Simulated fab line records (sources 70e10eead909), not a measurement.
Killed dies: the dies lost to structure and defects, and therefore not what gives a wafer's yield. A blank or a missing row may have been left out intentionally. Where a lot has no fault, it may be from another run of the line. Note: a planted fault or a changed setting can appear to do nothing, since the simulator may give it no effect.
Which tool is to blame? ; flow nand-harc ; 14 lots, 42 wafers sampled, at 6 steps of a route of 1302

WHAT EACH GAUGE READ, for each wafer
NHARC_A_DECK1_JOINT_INSPECT_05. Usual: raw-defect-count at 318, with a standard deviation of 130.
lot;measured;on;raw-defect-count;flag
L110;day 12 00:59;defect-inspect-02;498 378 319;
L112;day 12 23:46;defect-inspect-02;208 137 281;
L113;day 13 10:41;defect-inspect-02;365 135 204;
L120;day 16 22:02;defect-inspect-02;216 185 371;
L121;day 17 04:20;defect-inspect-01;263 359 395;
L122;day 17 04:20;defect-inspect-02;395 514 398;
L123;day 17 04:30;defect-inspect-01;283 288 376;
L128;day 19 16:24;defect-inspect-01;283 234 283;
L127;day 19 16:24;defect-inspect-02;259 285 260;
L130;day 20 08:16;defect-inspect-02;229 255 337;
L129;day 20 08:15;defect-inspect-02;284 461 323;
L131;day 21 00:46;defect-inspect-02;332 647 423;
L132;day 21 06:35;defect-inspect-01;271 231 198;
L133;day 22 06:02;defect-inspect-01;148 230 222;

NHARC_A_ONON_D2_THK_MEAS_11: measures by ellipsometry. Usual: thk-nm at 997 nm, with a standard deviation of 7.9.
lot;measured;on;thk-nm (nm);flag
L110;day 12 03:17;film-metro-01;996 994 995;
L112;day 13 02:13;film-metro-02;1016 1015 1013;
L113;day 13 12:58;film-metro-01;994 991 993;
L120;day 17 00:19;film-metro-01;1586 1586 1583 1583 1584 1585;OFF
L121;day 17 06:36;film-metro-01;1006 1004 1005;
L122;day 17 06:37;film-metro-01;1585 1586 1585 1585 1585 1587;OFF
L123;day 17 06:47;film-metro-01;994 994 992;
L128;day 19 18:40;film-metro-02;1009 1008 1007;
L127;day 19 18:41;film-metro-02;999 998 999;
L130;day 20 10:33;film-metro-02;999 1000 998;
L129;day 20 10:32;film-metro-01;995 992 994;
L131;day 21 03:02;film-metro-01;986 987 987;
L132;day 21 08:52;film-metro-02;994 993 993;
L133;day 22 08:19;film-metro-01;994 997 996;

NHARC_A_ONON_D2_THK_MEAS_14: measures by ellipsometry. Usual: thk-nm at 999 nm, with a standard deviation of 10.
lot;measured;on;thk-nm (nm);flag
L110;day 12 03:52;film-metro-01;993 994 994;
L112;day 13 02:47;film-metro-02;1001 1001 1001;
L113;day 13 13:32;film-metro-01;1009 1007 1007;
L121;day 17 07:10;film-metro-02;1000 1000 1001;
L123;day 17 07:22;film-metro-02;1014 1014 1013;
L128;day 19 19:14;film-metro-02;996 997 998;
L127;day 19 19:15;film-metro-01;993 993 992;
L130;day 20 11:07;film-metro-02;985 983 985;
L129;day 20 11:07;film-metro-01;988 989 989;
L131;day 21 03:37;film-metro-01;999 999 1000;
L132;day 21 09:25;film-metro-01;1013 1011 1013;
L133;day 22 08:52;film-metro-02;997 998 998;

NHARC_END_SORT_01. Usual: value, then standard deviation, for each; defect-limited-yield 91.3 % / 2.2; killed-at-array 55 / 15; killed-at-other 1.0 / 1.2; killed-at-periphery 3.4 / 2.2; killed-dies 59 / 15; killed-open 3.2 / 2; killed-short 2.5 / 1.7.
lot;measured;on;defect-limited-yield (%);killed-at-array;killed-at-other;killed-at-periphery;killed-dies;killed-open;killed-short;flag
L123;day 29 19:01;prober-02;88.0 91.9 91.4;75 54 54;1 0 2;5 1 2;81 55 58;5 1 1;3 2 3;
L132;day 33 05:31;prober-02;90.8 90.4 92.9;59 62 47;2 0 0;1 3 1;62 65 48;3 5 0;2 1 2;

EACH LOT AND THE TOOL THAT RAN IT (in order: tool; ch and the chambers of the sampled wafers; start)
lot;NHARC_A_CHANNEL_FILL_D1_CMP_10;NHARC_A_ONON_D2_DEP_09
L110;cmp-03 ch 0,2,3, day 10 15:25;pecvd-onon-01 ch 0, day 12 02:47
L112;cmp-03 ch 0,1,3, day 11 11:32;pecvd-onon-03 ch 0, day 13 01:43
L113;cmp-03 ch 0,2,3, day 12 01:37;pecvd-onon-03 ch 0, day 13 12:28
L120;cmp-04 ch 0,1,2, day 15 02:04;pecvd-onon-01 ch 0, day 16 23:48
L121;cmp-02 ch 2,3, day 15 12:58;pecvd-onon-02 ch 0, day 17 06:09
L122;cmp-03 ch 0,2,3, day 15 12:58;pecvd-onon-01 ch 0, day 17 06:06
L123;cmp-04 ch 0,1,2, day 15 22:28;pecvd-onon-03 ch 0, day 17 06:27
L128;cmp-02 ch 1,2, day 18 05:22;pecvd-onon-02 ch 0, day 19 18:13
L127;cmp-04 ch 1,2,3, day 18 05:24;pecvd-onon-03 ch 0, day 19 18:13
L130;cmp-03 ch 0,1,2, day 18 21:21;pecvd-onon-03 ch 0, day 20 10:02
L129;cmp-04 ch 1,2,3, day 18 21:23;pecvd-onon-01 ch 0, day 20 10:05
L131;cmp-04 ch 1,2,3, day 19 10:15;pecvd-onon-01 ch 0, day 21 02:35
L132;cmp-03 ch 0,1,2, day 19 22:04;pecvd-onon-01 ch 0, day 21 08:24
L133;cmp-03 ch 0,1,3, day 20 17:54;pecvd-onon-01 ch 0, day 22 07:48
- NHARC_A_CHANNEL_FILL_D1_CMP_10: polishes, target thk 150 nm.
- NHARC_A_ONON_D2_DEP_09: target thk 1000 nm.

AS READ BY THE TOOLS THEMSELVES (means over the sampled wafers that have a number; for cases with no such wafer, the mark the record gives instead)
NHARC_A_CHANNEL_FILL_D1_CMP_10. Usual: motor-current-A 12.3 A, standard deviation 1.1; retaining-ring-pressure-frac 1.001, standard deviation 0.0052; time-to-endpoint-s 15.3 s, standard deviation 2.8.
lot;tool;motor-current-A (A);retaining-ring-pressure-frac;time-to-endpoint-s (s);flag
L110;cmp-03;13.1;0.998;14.8;
L112;cmp-03;12.1;1.002;13.3;
L113;cmp-03;12.4;1.001;16.2;
L120;cmp-04;12.2;0.999;14.3;
L121;cmp-02;12.0;1.001;16.9;
L122;cmp-03;12.9;1.003;17.3;
L123;cmp-04;11.9;1.001;14.9;
L128;cmp-02;12.2;0.999;18.3;
L127;cmp-04;12.6;1.002;15.8;
L130;cmp-03;13.0;1.000;15.8;
L129;cmp-04;12.2;0.999;11.6;
L131;cmp-04;12.3;0.997;14.4;
L132;cmp-03;12.6;0.998;14.6;
L133;cmp-03;12.0;0.999;12.6;

THE ANSWER, worked out from the rows above alone
Rule: take the mean of a lot's wafers that have a number; if it is more than 3 standard deviations from the usual mean, the lot is off. Also off: a lot with no number at a reading for which 4 or more lots have one. Where the step has rows for the other lots, those lots are counted as sound. After the gauges, taken in route order, come the tools' own readings; for these a lot's mean is taken, as printed above. The first step at which some lot is off is used, and at that step the reading that is off furthest; a lot without a number counts as furthest.
Off: L120, L122 (NHARC_A_ONON_D2_THK_MEAS_11, thk-nm).
A tool fits if, at a process step before that reading, it ran every lot that is off, and no sound lot after the first of them. Those tools and the gauges at NHARC_A_ONON_D2_THK_MEAS_11 are tried in the same way. None of those tried fits.

WHAT THE SIMULATOR HAD INSERTED
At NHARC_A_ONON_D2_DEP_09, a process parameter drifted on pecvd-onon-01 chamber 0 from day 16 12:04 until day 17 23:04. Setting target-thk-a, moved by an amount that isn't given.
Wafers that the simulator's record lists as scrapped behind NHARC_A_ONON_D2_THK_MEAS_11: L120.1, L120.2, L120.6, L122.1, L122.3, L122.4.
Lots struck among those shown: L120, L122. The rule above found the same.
